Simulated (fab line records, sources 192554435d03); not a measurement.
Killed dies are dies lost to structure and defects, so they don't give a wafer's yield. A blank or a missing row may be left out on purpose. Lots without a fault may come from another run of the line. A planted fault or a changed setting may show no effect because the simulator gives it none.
Chamber matching | flow n5_finfet | N5_BEOL_M2_PRE_CLEAN_60 on cvd_co-01: 3 sister chambers
The step time 15 s. 14 wafers are shown with their chamber, then 7 later ones without.

WAFERS WITH THEIR CHAMBER
wafer  | chamber | heater_power_w (W)
L316.4 | 2       | 89
L316.5 | 1       | 148
L316.6 | 0       | 78
L318.1 | 1       | 154
L318.3 | 2       | 87
L318.4 | 2       | 87
L319.1 | 2       | 88
L319.2 | 1       | 148
L319.6 | 1       | 152
L328.2 | 2       | 87
L328.3 | 1       | 146
L328.5 | 1       | 149
L329.1 | 2       | 89
L329.4 | 1       | 150

SIGNATURES (means of the wafers above)
reading        | chamber 0 | chamber 1 | chamber 2 | scatter within a chamber
heater_power_w | 78.00     | 149.57    | 87.83     | 2.1
Rule: a wafer's distance from a chamber is the root of the sum, over the readings, of the square of ((its reading less the chamber's mean) divided by the reading's scatter). The wafer belongs to the nearest chamber; if the next one is less than 2 further off, it can't be placed. The scatter: the root of (the sum of the squares of (reading less its chamber's mean) over the shown wafers, divided by (wafers less chambers)).

WAFERS WITHOUT THEIR CHAMBER
wafer  | heater_power_w (W)
L329.5 | 75
L334.1 | 151
L334.2 | 77
L334.4 | 88
L335.2 | 147
L335.4 | 90
L335.5 | 78

WHICH CHAMBER EACH WENT THROUGH
wafer  | from the rows above | in truth
L329.5 | 0                   | 0
L334.1 | 1                   | 1
L334.2 | 0                   | 0
L334.4 | 2                   | 2
L335.2 | 1                   | 1
L335.4 | 2                   | 2
L335.5 | 0                   | 0
Placed correctly: 7 of 7. Can't be placed from these rows: 0. Placed wrongly: 0.
